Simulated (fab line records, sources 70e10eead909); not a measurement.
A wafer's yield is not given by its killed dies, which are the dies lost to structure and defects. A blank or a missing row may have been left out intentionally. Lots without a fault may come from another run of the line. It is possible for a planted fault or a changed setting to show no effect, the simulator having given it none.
A lot that was struck, set against a sound lot	flow nand-harc	13 steps out of a route of 1302
Sound: wafers L808.2, L808.3, L808.4. Struck: wafer L812.6; the same lot's L812.2 was not struck, so it is left out; see the end for the cause.
Per side, at each step with rows, come the tool, then ch with its chambers, and then its first start. Under that, the readings that differ: sound wafers	struck wafers	difference of the means	sigmas: that difference in standard deviations of wafers without a fault.
alike: readings with means less than 2 such deviations apart, plus words and numbers identical on both sides. not compared: withheld readings, readings lacking a value on some wafer, bounds such as >300 that could conceal the same value, and numbers that have no deviation in the record and whose values overlap.
The two part at a step that has a row with sigmas, a row that says differs or no value, or rows on one side only. Numbers that have no deviation but don't overlap get no sigmas and don't part them. A reading missing from all wafers of one side parts the sides only when that side holds two or more wafers.

first, 1 step without rows for these wafers: NHARC_A_SLIT_SRD_20.
NHARC_A_SLIT_CD_MEAS_21:
  sound: cd-sem-03 at day 25 19:12; struck: cd-sem-01 at day 27 10:25
  alike: cd-nm
then, 3 steps without rows for these wafers: NHARC_A_SIN_REMOVE_WET_00 (chemistry H3PO4, time 15300 s); NHARC_A_SIN_REMOVE_PRECLEAN_01 (cleans in SC1); NHARC_A_SIN_REMOVE_SRD_02.
NHARC_A_SIN_REMOVE_INSPECT_04:
  sound: defect-inspect-02 at day 26 01:52; struck: defect-inspect-01 at day 27 15:56
  alike: raw-defect-count
NHARC_A_WL_FILL_ALD_00: deposits Al2O3, target thk 3 nm, pulse time 3 s, ald cycles 30.
  sound on ald-hk-02 ch 0,1,3, day 26 01:55; struck on ald-hk-02 ch 3, day 27 16:01
  alike: heater-power-outer-w, heater-power-w, precursor-pulse-height-rel
NHARC_A_WL_FILL_RTA_01: time 5 s.
  sound on rtp-anneal-02 ch 0, day 26 02:13; struck on rtp-anneal-01 ch 0, day 27 16:17
  alike: lamp-power-pct, lamp_zone_2_pct, wafer_temp_C_max
NHARC_A_WL_FILL_ALD_02: deposits TiN, target thk 2 nm, pulse time 3 s, ald cycles 100.
  sound on ald-metal-01 ch 0,1,3, day 26 02:24; struck on ald-metal-02 ch 3, day 27 16:32
  alike: heater-power-outer-w, heater-power-w, precursor-pulse-height-rel
NHARC_A_WL_FILL_CVD_03: deposits W, target thk 40 nm, time 279 s.
  sound on cvd-w-02 ch 0,1, day 26 02:50; struck on cvd-w-02 ch 1, day 27 16:55
  alike: heater-power-outer-w, heater-power-w, mfc-wf6-sccm, throttle-valve-pct
NHARC_A_WL_FILL_ETCHBACK_04: etches the open film in NF3, target depth 60 nm, time 120 s.
  sound on rie-metal-01 ch 0,1, day 26 03:13; struck on rie-metal-02 ch 0, day 27 17:17
reading	sound	struck	difference	sigmas
run-length-s (s)	141.3 141.6 141.6	79.0	-62.5	-99 or more
  alike: drypump-motor-current-A, oes-product-au
  not compared: rf-hours-counter-h
NHARC_A_WL_FILL_ETCHBACK_05: etches the open film in Cl2/BCl3, target depth 22 nm, time 60 s.
  sound on rie-metal-01 ch 0,1, day 26 03:28; struck on rie-metal-02 ch 0, day 27 17:31
  alike: drypump-motor-current-A, oes-product-au, run-length-s
  not compared: rf-hours-counter-h
-- break in the record here, with 4 days between the starts of the struck wafers on either side (left off in module A_WL_FILL, picked up again in module END, where the first step shown is number 1302 on the route) --
NHARC_END_SORT_01:
  at this point the record logs the struck wafers (prober-01 ch 0, day 31 22:26) and has no rows for the sound ones

== WHERE THEY PART ==
First at NHARC_A_WL_FILL_ETCHBACK_04; last, within this record, at NHARC_END_SORT_01.

WHY: what the simulator had put in
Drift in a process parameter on rie-metal-02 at NHARC_A_WL_FILL_ETCHBACK_04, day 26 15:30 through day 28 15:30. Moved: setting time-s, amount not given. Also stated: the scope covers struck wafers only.
